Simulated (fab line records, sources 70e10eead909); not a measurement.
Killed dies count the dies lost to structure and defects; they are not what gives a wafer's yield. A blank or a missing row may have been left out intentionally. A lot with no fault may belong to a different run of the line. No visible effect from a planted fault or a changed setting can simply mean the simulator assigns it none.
Which of the tools did it?	flow nand harc	36 wafers from 12 lots sampled at 5 of the route's 1159 steps

== WHAT THE GAUGES READ, wafer by wafer ==
NHARC_END_SORT_01. Usual: killed at array 27, standard deviation 9.9; killed at other 0.6, standard deviation 0.84; killed at periphery 3.7, standard deviation 2.5; killed dies 31, standard deviation 9.9; killed open 3.0, standard deviation 1.6; killed short 1.9, standard deviation 1.2.
lot	measured	on	killed at array	killed at other	killed at periphery	killed dies	killed open	killed short	flag
L909	day 19 18:31	prober-02	19 24 17	1 1 3	6 4 12	26 29 32	4 3 1	0 1 1	
L907	day 19 10:45	prober-02	14 23 19	0 0 1	3 2 5	17 25 25	4 6 3	2 1 1	
L911	day 20 03:56	prober-02	30 24 24	1 1 0	3 1 0	34 26 24	3 3 0	1 2 2	
L910	day 20 05:11	prober-01	28 38 32	0 0 0	3 5 2	31 43 34	6 3 2	3 5 2	
L913	day 21 21:22	prober-02	20 19 23	0 1 2	1 1 1	21 21 26	1 3 4	1 3 0	
L917	day 21 23:14	prober-01	35 38 35	1 2 0	7 4 4	43 44 39	5 6 6	1 4 2	
L916	day 21 13:38	prober-01	37 25 30	0 0 0	3 5 2	40 30 32	4 3 4	3 4 3	
L918	day 22 07:55	prober-01	46 25 53	0 1 0	2 6 5	48 32 58	3 5 4	1 3 6	
L919	day 22 15:42	prober-02	14 11 23	1 0 0	4 7 4	19 18 27	5 3 3	2 3 4	
L920	day 22 22:39	prober-01	46 30 39	0 1 0	1 2 1	47 33 40	0 2 2	1 0 2	
L921	day 23 00:20	prober-02	17 21 29	0 0 0	9 4 7	26 25 36	5 3 4	1 2 3	
L924	day 23 23:20	prober-01	32 79 81	1 0 0	2 1 4	35 80 85	1 0 6	3 1 1	OFF

== WHAT TOOL EACH LOT RAN ON (gives the tool, then ch and the chambers of the sampled wafers, and finally the start) ==
lot	NHARC_A_SGD_CUT_ETCH_59	NHARC_THIN_TSV_PRE_CLEAN_50	NHARC_THIN_TSV_PVD_19	NHARC_THIN_TSV_DESCUM_35
L909	rie diel-07 ch 0,1,2, day 13 17:34	pvd sputter-03, day 19 05:23 or earlier	pvd sputter-03, day 19 05:23 or earlier	rie diel-02 ch 0,1, day 19 05:23
L907	rie diel-04 ch 0,3, day 13 17:39	pvd sputter-02, day 18 17:35 or earlier	pvd sputter-02, day 18 17:35 or earlier	rie diel-07 ch 0,1, day 18 17:35
L911	rie diel-04 ch 0,3, day 14 20:09	pvd sputter-01, day 19 20:25 or earlier	pvd sputter-01, day 19 20:25 or earlier	rie diel-07 ch 1,2, day 19 20:25
L910	rie diel-07 ch 2,3, day 14 20:40	pvd sputter-03, day 19 19:02 or earlier	pvd sputter-03, day 19 19:02 or earlier	rie diel-10 ch 1,2, day 19 19:02
L913	rie diel-07 ch 0,2,3, day 15 18:20	pvd sputter-01, day 21 05:07 or earlier	pvd sputter-01, day 21 05:07 or earlier	rie diel-07 ch 0,1,3, day 21 05:07
L917	rie diel-10 ch 0,2, day 16 09:29	pvd sputter-01, day 21 12:54 or earlier	pvd sputter-01, day 21 12:54 or earlier	rie diel-07 ch 0,2,3, day 21 12:54
L916	rie diel-04 ch 0,1,2, day 16 10:19	pvd sputter-03, day 21 06:10 or earlier	pvd sputter-03, day 21 06:10 or earlier	rie diel-02 ch 0,2,3, day 21 06:10
L918	rie diel-04 ch 0,2,3, day 16 20:59	pvd sputter-02, day 21 22:35 or earlier	pvd sputter-02, day 21 22:35 or earlier	rie diel-07 ch 0,2,3, day 21 22:35
L919	rie diel-04 ch 0,1,2, day 16 21:37	pvd sputter-02, day 22 06:54 or earlier	pvd sputter-02, day 22 06:54 or earlier	rie diel-07 ch 0,1,2, day 22 06:54
L920	rie diel-10 ch 2,3, day 17 01:47	pvd sputter-03, day 22 10:37 or earlier	pvd sputter-03, day 22 10:37 or earlier	rie diel-07 ch 0,1,2, day 22 10:37
L921	rie diel-10 ch 0,1,3, day 17 09:44	pvd sputter-03, day 22 12:04 or earlier	pvd sputter-03, day 22 12:04 or earlier	rie diel-07 ch 1,3, day 22 12:04
L924	rie diel-04 ch 0,3, day 18 11:59	pvd sputter-02, day 23 14:52 or earlier	pvd sputter-02, day 23 14:52 or earlier	rie diel-10 ch 0,1,2, day 23 14:52
- NHARC_A_SGD_CUT_ETCH_59: etches the open film in N2/H2, target depth 260 nm, time 406.25 s.
- NHARC_THIN_TSV_PRE_CLEAN_50: time 30 s.
- NHARC_THIN_TSV_PVD_19: deposits TaN, target thk 20 nm.
- NHARC_THIN_TSV_DESCUM_35: chemistry O2, time 3 s.

== WHAT THE TOOLS THEMSELVES READ (means of the sampled wafers that have a number; where no wafer has one, the mark that the record gives instead) ==
NHARC_A_SGD_CUT_ETCH_59. Usual: drypump motor current A 5.8 A, standard deviation 0.32; oes product au 1.002 a.u., standard deviation 0.0095; rf vpp V 429.1 V, standard deviation 2.6; showerhead plenum p Torr 1.99 Torr, standard deviation 0.089; throttle valve pct 14.171 %, standard deviation 0.0084.
lot	tool	drypump motor current A (A)	oes product au (a.u.)	rf vpp V (V)	showerhead plenum p Torr (Torr)	throttle valve pct (%)	flag
L909	rie diel-07	5.6	0.998	429.7	2.03	14.167	
L907	rie diel-04	5.7	1.004	426.0	1.90	14.175	
L911	rie diel-04	5.5	1.002	427.2	1.91	14.166	
L910	rie diel-07	5.7	1.018	427.6	1.97	14.172	
L913	rie diel-07	5.7	1.006	428.9	1.95	14.172	
L917	rie diel-10	5.9	1.002	428.0	1.97	14.175	
L916	rie diel-04	6.1	1.009	430.9	2.01	14.175	
L918	rie diel-04	5.8	1.007	428.8	1.96	14.179	
L919	rie diel-04	6.1	1.008	430.4	2.01	14.170	
L920	rie diel-10	6.0	1.000	429.9	2.04	14.174	
L921	rie diel-10	5.8	1.000	427.5	1.96	14.165	
L924	rie diel-04	5.5	1.009	426.7	1.90	14.168	

NHARC_THIN_TSV_PRE_CLEAN_50. Usual: 420 W for heater power w, sd 34.
lot	tool	heater power w (W)	flag
L909	pvd sputter-03	451	
L907	pvd sputter-02	429	
L911	pvd sputter-01	390	
L910	pvd sputter-03	446	
L913	pvd sputter-01	382	
L917	pvd sputter-01	400	
L916	pvd sputter-03	418	
L918	pvd sputter-02	411	
L919	pvd sputter-02	429	
L920	pvd sputter-03	450	
L921	pvd sputter-03	459	
L924	pvd sputter-02	429	

NHARC_THIN_TSV_PVD_19. Usual: 30.3 % for throttle valve pct, sd 1.2.
lot	tool	throttle valve pct (%)	flag
L909	pvd sputter-03	30.6	
L907	pvd sputter-02	30.3	
L911	pvd sputter-01	31.1	
L910	pvd sputter-03	30.4	
L913	pvd sputter-01	30.7	
L917	pvd sputter-01	31.6	
L916	pvd sputter-03	30.1	
L918	pvd sputter-02	31.0	
L919	pvd sputter-02	30.3	
L920	pvd sputter-03	30.5	
L921	pvd sputter-03	31.4	
L924	pvd sputter-02	30.3	

NHARC_THIN_TSV_DESCUM_35. Usual: drypump motor current A 5.69 A, standard deviation 0.28; oes product au 1.001 a.u., standard deviation 0.011; rf vpp V 57.6 V, standard deviation 0.97; showerhead plenum p Torr 1.87 Torr, standard deviation 0.08; throttle valve pct 11.310 %, standard deviation 0.0092.
lot	tool	drypump motor current A (A)	oes product au (a.u.)	rf vpp V (V)	showerhead plenum p Torr (Torr)	throttle valve pct (%)	flag
L909	rie diel-02	5.38	1.004	57.1	1.81	11.310	
L907	rie diel-07	5.64	0.998	58.4	1.88	11.313	
L911	rie diel-07	5.62	0.996	58.2	1.97	11.310	
L910	rie diel-10	6.13	1.008	57.8	1.95	11.300	
L913	rie diel-07	5.71	0.991	57.5	1.87	11.308	
L917	rie diel-07	5.69	0.998	56.8	1.83	11.307	
L916	rie diel-02	5.30	1.011	57.2	1.90	11.309	
L918	rie diel-07	5.70	1.007	57.8	1.83	11.309	
L919	rie diel-07	5.62	0.986	57.9	1.90	11.307	
L920	rie diel-07	5.63	1.000	57.6	1.90	11.316	
L921	rie diel-07	5.83	0.991	57.3	1.87	11.313	
L924	rie diel-10	5.95	0.997	56.8	1.87	11.313	

== THE ANSWER, worked out from the rows above alone ==
Rule: take the mean of a lot's wafers that have a number; if it is more than 3 standard deviations from the usual mean, the lot is off. A lot without any number at a reading at which 4 lots or more have one is off too. Any other lot the step has rows for is counted as sound. After the gauges, taken in route order, come the tools' own readings; for these a lot's mean is taken, as printed above. At the first step where some lot is off, the reading lying furthest off is the one used; lots without a number count as furthest.
Off, at NHARC_END_SORT_01 on killed at array: L924.
A tool fits if, at a process step before that reading, it ran every lot that is off, and no sound lot after the first of them. Gauges at NHARC_END_SORT_01: tried the same way as those tools. Because NHARC_THIN_TSV_PRE_CLEAN_50 lacks a start for some lots, the hours and order of its lots are taken from NHARC_THIN_TSV_DESCUM_35. Because NHARC_THIN_TSV_PVD_19 lacks a start for some lots, the hours and order of its lots are taken from NHARC_THIN_TSV_DESCUM_35. Can't be told from this: 4 tools fit, rie diel-04 at NHARC_A_SGD_CUT_ETCH_59, pvd sputter-02 at NHARC_THIN_TSV_PRE_CLEAN_50 and NHARC_THIN_TSV_PVD_19, rie diel-10 at NHARC_THIN_TSV_DESCUM_35, prober-01 at NHARC_END_SORT_01.

== WHAT WAS PUT IN BY THE SIMULATOR ==
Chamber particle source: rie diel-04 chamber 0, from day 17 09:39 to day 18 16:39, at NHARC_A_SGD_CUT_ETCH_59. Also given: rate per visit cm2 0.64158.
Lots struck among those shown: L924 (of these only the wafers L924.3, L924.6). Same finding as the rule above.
